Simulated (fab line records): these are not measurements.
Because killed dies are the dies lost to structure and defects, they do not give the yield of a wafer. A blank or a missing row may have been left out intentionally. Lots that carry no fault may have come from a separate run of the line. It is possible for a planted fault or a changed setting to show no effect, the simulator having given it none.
Comparing a struck lot with a sound one | flow nand harc | 15 out of 1159 route steps
Sound: the wafers L291.2, L291.3, L291.5. Struck: wafer L298.1. (L298.3, L298.5 of the same lot were not struck and are left out.) The cause comes at the end.
Order at every step that has rows: each side's tool, ch and its chambers, its first start. Under that, the readings that differ: sound wafers | struck wafers | difference of the means | sigmas: that difference in standard deviations of wafers without a fault.
alike: readings whose means differ by less than 2 such deviations, and words and numbers that are the same on both sides. not compared: withheld readings, readings that some wafer has no value for, bounds like >300 that may hide the same value, and numbers for which the record gives no deviation and whose values overlap.
A row with sigmas, a row that says differs or no value, or rows on one side alone: a step with any of these is where the two part. Numbers that have no deviation but don't overlap get no sigmas and don't part them. A reading missing from all wafers of one side parts the sides only when that side holds two or more wafers.

first, 8 steps without rows for these wafers: NHARC_A_M1_HMDS_02 (time 30 s); NHARC_A_M1_COAT_34 (time 65 s); NHARC_A_M1_COAT_03 (resist thk 90 nm); NHARC_A_M1_SOFTBAKE_04 (time 55 s); NHARC_A_M1_EBR_05; NHARC_A_M1_EXPOSE_06 (exposes mask A M1, target cd 120 nm); NHARC_A_M1_PEB_07 (peb time 65 s); NHARC_A_M1_DEVELOP_08 (develop time 35 s).
NHARC_A_M1_CD_MEAS_09: target cd 120 nm.
  sound on cd sem-01 ch 0, day 19 20:48; struck on cd sem-02 ch 0, day 22 10:51
  alike: cd nm
NHARC_A_M1_OVL_MEAS_10: pitch 240 nm.
  struck on overlay-02, day 22 10:56; sound on overlay-01, day 19 20:53
  reading           | sound       | struck | difference | sigmas
  overlay y nm (nm) | 1.4 1.4 0.8 | -1.0   | -2.2       | -3
  alike: overlay x nm
NHARC_A_M1_INSPECT_11:
  struck on defect inspect-01, day 22 10:58; sound on defect inspect-02, day 19 20:55
  alike: raw defect count
NHARC_A_M1_DESCUM_14: chemistry O2, time 3 s.
  sound on rie diel-03 ch 1,3, day 19 20:59; struck on rie diel-03 ch 3, day 22 11:02
  alike: drypump motor current A, oes product au, rf vpp V, showerhead plenum p Torr, throttle valve pct
  not compared: rf hours counter h
NHARC_A_M1_ETCH_35: etches the open film in N2/H2, target depth 40 nm, overetch 12 nm, time 43.94 s.
  sound on rie diel-03 ch 1,2, day 19 21:04; struck on rie diel-03 ch 3, day 22 11:08
  reading               | sound             | struck | difference | sigmas
  n2 flow sccm (sccm)   | 149.9 149.8 149.5 | 151.0  | +1.3       | +3
  oes product au (a.u.) | 0.999 1.001 1.006 | 0.862  | -0.140     | -22
  alike: bias w, drypump motor current A, h2 flow sccm, rf vpp V, showerhead plenum p Torr, throttle valve pct
  not compared: rf hours counter h
NHARC_A_M1_ETCH_15: etches the open film in C4F8/Ar, target depth 182.5 nm, time 91.2 s.
  sound on rie diel-03 ch 2,3; struck on rie diel-03 ch 3
  reading               | sound             | struck | difference | sigmas
  bias w (W)            | 299.2 299.5 300.0 | 301.5  | +1.9       | +2
  oes product au (a.u.) | 0.960 0.944 0.971 | 0.918  | -0.040     | -2
  alike: rf vpp V
  not compared: rf hours counter h
NHARC_END_SORT_01:
  sound on prober-01 ch 0, day 21 10:50; struck on prober-02 ch 0, day 23 21:42
  reading     | sound | struck | difference | sigmas
  killed open | 3 2 4 | 8      | +5         | +3
  alike: defect limited yield, killed at array, killed at other, killed at periphery, killed dies, killed short, sort_bin_2_pct, sort_bin_3_pct, sort_bin_4_pct, sort n pass, sort rim yield pct, sort yield pct

## WHERE THEY PART
Earliest at NHARC_A_M1_OVL_MEAS_10; latest, in this record, at NHARC_END_SORT_01.

WHY: what had been put in by the simulator
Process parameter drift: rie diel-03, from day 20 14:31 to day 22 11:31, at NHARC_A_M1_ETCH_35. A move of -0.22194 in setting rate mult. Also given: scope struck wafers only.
